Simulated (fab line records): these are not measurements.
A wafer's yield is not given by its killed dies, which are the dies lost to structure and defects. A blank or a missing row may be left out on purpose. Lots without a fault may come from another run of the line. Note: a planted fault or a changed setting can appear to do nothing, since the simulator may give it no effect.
Comparing a struck lot with a sound one || flow n5-finfet || 16 out of 1938 route steps
Sound: these wafers, L263.1, L263.2, L263.5. Struck: wafer L271.5 (L271.4, L271.6, from the same lot, were not struck and are left out); the cause is given at the end.
Per side, at each step with rows, come the tool, then ch with its chambers, and then its first start. Under that, the readings that differ: sound wafers || struck wafers || difference of the means || sigmas: that difference in standard deviations of wafers without a fault.
alike: readings with means less than 2 such deviations apart, plus words and numbers identical on both sides. not compared: withheld readings, readings lacking a value on some wafer, bounds such as >300 that could conceal the same value, and numbers that have no deviation in the record and whose values overlap.
A row with sigmas, a row that says differs or no value, or rows on one side alone: a step with any of these is where the two part. Numbers that don't overlap but have no deviation are shown without sigmas and don't part them. A reading missing from all wafers of one side parts the sides only when that side holds two or more wafers.

N5_MOL_CONTACT_COAG_ETCH_106: etches SOC in N2/H2, target depth 80 nm, overetch 16 nm, time 120 s.
  sound on rie-diel-01 ch 0,1,3, day 4 23:11; struck on rie-diel-01 ch 2, day 6 22:39
{"reading": "rf-vpp-V (V)", "sound": "525.6 525.2 526.7", "struck": 519.2, "difference": -6.6, "sigmas": -2}
{"reading": "showerhead-plenum-p-Torr (Torr)", "sound": "2.65 2.60 2.57", "struck": 2.38, "difference": -0.23, "sigmas": -2}
  alike: drypump-motor-current-A, oes-product-au, throttle-valve-pct
  not compared: rf-hours-counter-h
then, 5 steps without rows for these wafers: N5_MOL_CONTACT_COAG_STRIP_107 (strips in N2/H2); N5_MOL_CONTACT_COAG_STRIP_108 (strips in N2/H2); N5_MOL_CONTACT_COAG_CONTACT_ETCH_14 (etches SiO2 in C4F6/O2, target depth 27.5 nm, overetch 8.5 nm, time 20 s); N5_MOL_CONTACT_COAG_STRIP_109 (strips in C4F6/O2); N5_MOL_CONTACT_COAG_ETCH_15 (etches SiNx in CH3F/O2, stops on Si:P, target depth 7 nm).
N5_MOL_CONTACT_COAG_ETCH_110: etches Si in CF4/O2, target depth 2.5 nm, time 8 s.
  sound on rie-diel-01 ch 0,1,3, day 4 23:23; struck on rie-diel-01 ch 2, day 6 22:50
{"reading": "showerhead-plenum-p-Torr (Torr)", "sound": "2.31 2.29 2.24", "struck": 2.11, "difference": -0.17, "sigmas": -2}
  alike: drypump-motor-current-A, oes-product-au, rf-vpp-V, throttle-valve-pct
  not compared: rf-hours-counter-h
N5_MOL_CONTACT_COAG_STRIP_98: strips in N2/H2.
  sound on rie-diel-01 ch 0,1,3, day 4 23:26; struck on rie-diel-01 ch 2, day 6 22:52
{"reading": "showerhead-plenum-p-Torr (Torr)", "sound": "3.49 3.44 3.39", "struck": 3.15, "difference": -0.29, "sigmas": -2}
  alike: drypump-motor-current-A, oes-product-au, rf-vpp-V, throttle-valve-pct
  not compared: rf-hours-counter-h
N5_MOL_CONTACT_COAG_CD_MEAS_99 targets a cd of 17.2 nm.
  sound: cd-sem-02 at day 4 23:31; struck: cd-sem-01 at day 6 22:55
  alike: cd-nm
then, 2 steps without rows for these wafers: N5_MOL_CONTACT_COAG_IMPLANT_129; N5_MOL_CONTACT_COAG_PRECLEAN_111 (cleans in NF3:NH3, afs cycles 1, time 20 s, sublimation time 60 s).
N5_MOL_CONTACT_COAG_TI_SIL_19: material Ti, target thk 4.2 nm, time 15 s.
  sound: pvd-sputter-03 at day 5 00:01; struck: pvd-sputter-02 at day 7 00:08
  alike: throttle-valve-pct
N5_MOL_CONTACT_COAG_ALD_20: deposits TiN, target thk 1.5 nm, pulse time 1 s, purge time 3 s.
  sound on ald-metal-03 ch 1,2, day 5 00:08; struck on ald-metal-01 ch 1, day 7 00:15
{"reading": "ald-cycles", "sound": "68 68 68", "struck": 61, "difference": -7, "sigmas": ""}
  alike: heater-power-outer-w, heater-power-w, precursor-pulse-height-rel
N5_MOL_CONTACT_COAG_SIL_ANNEAL_21: time 60 s.
  sound on rtp-anneal-01 ch 0, day 5 00:31; struck on rtp-anneal-02 ch 0, day 7 00:43
{"reading": "lamp-power-pct (%)", "sound": "6.20 6.19 6.19", "struck": 5.93, "difference": -0.26, "sigmas": -2}
{"reading": "lamp_zone_1_pct (%)", "sound": "6.20 6.20 6.20", "struck": 5.93, "difference": -0.27, "sigmas": -2}
  alike: wafer_temp_C_max
-- here the record skips 3 days between the struck wafers' starts before and after, leaving off in module MOL_CONTACT_COAG and picking up in module BEOL_M4 (first step shown: number 1111 of the route) --
N5_BEOL_M4_RC_MEAS_101:
  sound on prober-02 ch 0, day 8 01:46; struck on prober-01 ch 0, day 10 09:53
  alike: DIBL_N, DIBL_P, IOFF_N, IOFF_P, ION_N, ION_P, SS_N, SS_P, VT_N, VT_P
-- here the record skips 4 days between the struck wafers' starts before and after, leaving off in module BEOL_M4 and picking up in module PASSIVATION (first step shown: number 1936 of the route) --
N5_PASSIVATION_PROBE_49:
  sound: prober-01 at day 12 14:44; struck: prober-01 at day 14 08:52
  alike: defect-limited-yield, killed_at_M0_to_M3, killed_at_M4_up, killed-at-contacts, killed-at-front-end, killed-at-other, killed-dies, killed-on-rim, killed-open, killed-short, sort_bin_4_leakage, sort_bin_5_function, sort_bin_6_memory, sort-n-pass, sort-yield-pct

## WHERE THEY PART
First at N5_MOL_CONTACT_COAG_ETCH_106; last, within this record, at N5_MOL_CONTACT_COAG_SIL_ANNEAL_21. Later steps at which nothing parts them and some readings are alike: N5_BEOL_M4_RC_MEAS_101, N5_PASSIVATION_PROBE_49.

WHY: what had been put in by the simulator
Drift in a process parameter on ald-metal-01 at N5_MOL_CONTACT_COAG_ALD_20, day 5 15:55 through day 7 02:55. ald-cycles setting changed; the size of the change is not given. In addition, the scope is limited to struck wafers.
